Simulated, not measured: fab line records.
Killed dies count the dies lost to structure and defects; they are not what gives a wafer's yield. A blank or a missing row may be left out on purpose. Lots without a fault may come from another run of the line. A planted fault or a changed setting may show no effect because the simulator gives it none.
Matching of chambers + flow n5-finfet + N5_MOL_CONTACT_COAG_ALD_123 on ald-sin-04: 4 sister chambers
The step deposits SiNx, target thk 5 nm, pulse time 1 s, purge time 2 s. 4 wafers are shown with their chamber, then 7 later ones without.

## WAFERS, EACH WITH ITS CHAMBER
| wafer  | chamber | heater-power-w (W) |
|--------|---------|--------------------|
| L085.3 | 0       | 906                |
| L088.6 | 2       | 828                |
| L092.2 | 3       | 799                |
| L092.3 | 1       | 790                |

## WAFERS WITHOUT THEIR CHAMBER
| wafer  | heater-power-w (W) |
|--------|--------------------|
| L092.6 | 935                |
| L094.1 | 830                |
| L094.2 | 799                |
| L094.5 | 831                |
| L096.1 | 831                |
| L096.3 | 787                |
| L096.4 | 803                |

## WHICH CHAMBER EACH ONE RAN IN
| wafer  | from the rows above          | in truth                   |
|--------|------------------------------|----------------------------|
| L092.6 | 0                            | 0                          |
| L094.1 | 2                            | 2                          |
| L094.2 | can't be placed: 3 or 1      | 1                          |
| L094.5 | 2                            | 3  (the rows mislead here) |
| L096.1 | 2                            | 2                          |
| L096.3 | can't be placed: 1 or 3      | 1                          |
| L096.4 | can't be placed: 3 or 1 or 2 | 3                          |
Placed correctly: 3 of 7. From these rows, 3 cannot be placed; in 3 the true chamber is one of the candidates. Placed wrongly: 1.
How it was worked out, from the rows above alone: a wafer's distance from a chamber is the root of the sum, over the readings, of the square of ((its reading less the chamber's mean) divided by the reading's scatter). If the next closest chamber is less than 2 further off than the closest, the wafer can't be placed; otherwise it belongs to the closest. For every chamber, the mean is computed from those of its wafers that are shown. The scatter (one wafer shown for each chamber): square how far every hidden wafer sits from the nearest shown wafer, average those squares and take the square root.
